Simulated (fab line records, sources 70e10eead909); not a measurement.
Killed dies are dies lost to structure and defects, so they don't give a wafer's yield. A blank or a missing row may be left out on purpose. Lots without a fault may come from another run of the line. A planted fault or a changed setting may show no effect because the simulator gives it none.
Chamber matching | flow nand_harc | NHARC_P_M1_DEP_33 on pecvd-01: 3 sister chambers
The step deposits SiCN, target thk 30 nm. 3 wafers are shown with their chamber, then 7 later ones without.

WAFERS WITH THEIR CHAMBER
wafer  | chamber | heater_power_w (W)
L086.2 | 2       | 502
L090.3 | 1       | 717
L091.4 | 0       | 559

WAFERS WITHOUT THEIR CHAMBER
wafer  | heater_power_w (W)
L091.6 | 725
L092.3 | 689
L092.4 | 684
L092.5 | 677
L097.1 | 521
L097.3 | 762
L097.5 | 531

WHICH CHAMBER EACH WENT THROUGH
wafer  | from the rows above     | in truth
L091.6 | 1                       | 1
L092.3 | 1                       | 1
L092.4 | 1                       | 1
L092.5 | 1                       | 1
L097.1 | can't be placed: 2 or 0 | 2
L097.3 | 1                       | 1
L097.5 | can't be placed: 0 or 2 | 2
Placed correctly: 5 of 7. Can't be placed from these rows: 2 (the true chamber is among the candidates in 2). Placed wrongly: 0.
How it was worked out, from the rows above alone: a wafer's distance from a chamber is the root of the sum, over the readings, of the square of ((its reading less the chamber's mean) divided by the reading's scatter). The wafer belongs to the nearest chamber; if the next one is less than 2 further off, it can't be placed. A chamber's mean is the mean of its shown wafers. The scatter: with one shown wafer a chamber, the root of the mean of the squares of how far each hidden wafer lies from its nearest shown one.
